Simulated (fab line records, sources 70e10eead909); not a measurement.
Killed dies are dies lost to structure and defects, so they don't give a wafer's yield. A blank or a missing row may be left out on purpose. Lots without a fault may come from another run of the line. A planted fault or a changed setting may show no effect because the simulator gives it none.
Chamber matching | flow nand_harc | NHARC_A_BLC_DESCUM_15 on rie_diel-06: 4 sister chambers
The step chemistry O2, time 3 s. 4 wafers are shown with their chamber, then 8 later ones without.

WAFERS WITH THEIR CHAMBER
wafer  | chamber | drypump_motor_current_A (A)
L087.1 | 1       | 6.0
L091.4 | 3       | 6.0
L091.6 | 2       | 5.1
L093.2 | 0       | 5.8

WAFERS WITHOUT THEIR CHAMBER
wafer  | drypump_motor_current_A (A)
L093.3 | 6.0
L093.4 | 5.8
L094.4 | 5.8
L094.5 | 5.1
L094.6 | 6.0
L097.3 | 5.1
L097.4 | 6.0
L097.6 | 5.0

WHICH CHAMBER EACH WENT THROUGH
wafer  | from the rows above     | in truth
L093.3 | can't be placed: 1 or 3 | 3
L093.4 | 0                       | 0
L094.4 | 0                       | 0
L094.5 | 2                       | 2
L094.6 | can't be placed: 1 or 3 | 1
L097.3 | 2                       | 2
L097.4 | can't be placed: 1 or 3 | 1
L097.6 | 2                       | 2
Placed correctly: 5 of 8. Can't be placed from these rows: 3 (the true chamber is among the candidates in 3). Placed wrongly: 0.
How it was worked out, from the rows above alone: a wafer's distance from a chamber is the root of the sum, over the readings, of the square of ((its reading less the chamber's mean) divided by the reading's scatter). The wafer belongs to the nearest chamber; if the next one is less than 2 further off, it can't be placed. A chamber's mean is the mean of its shown wafers. The scatter: with one shown wafer a chamber, the root of the mean of the squares of how far each hidden wafer lies from its nearest shown one.
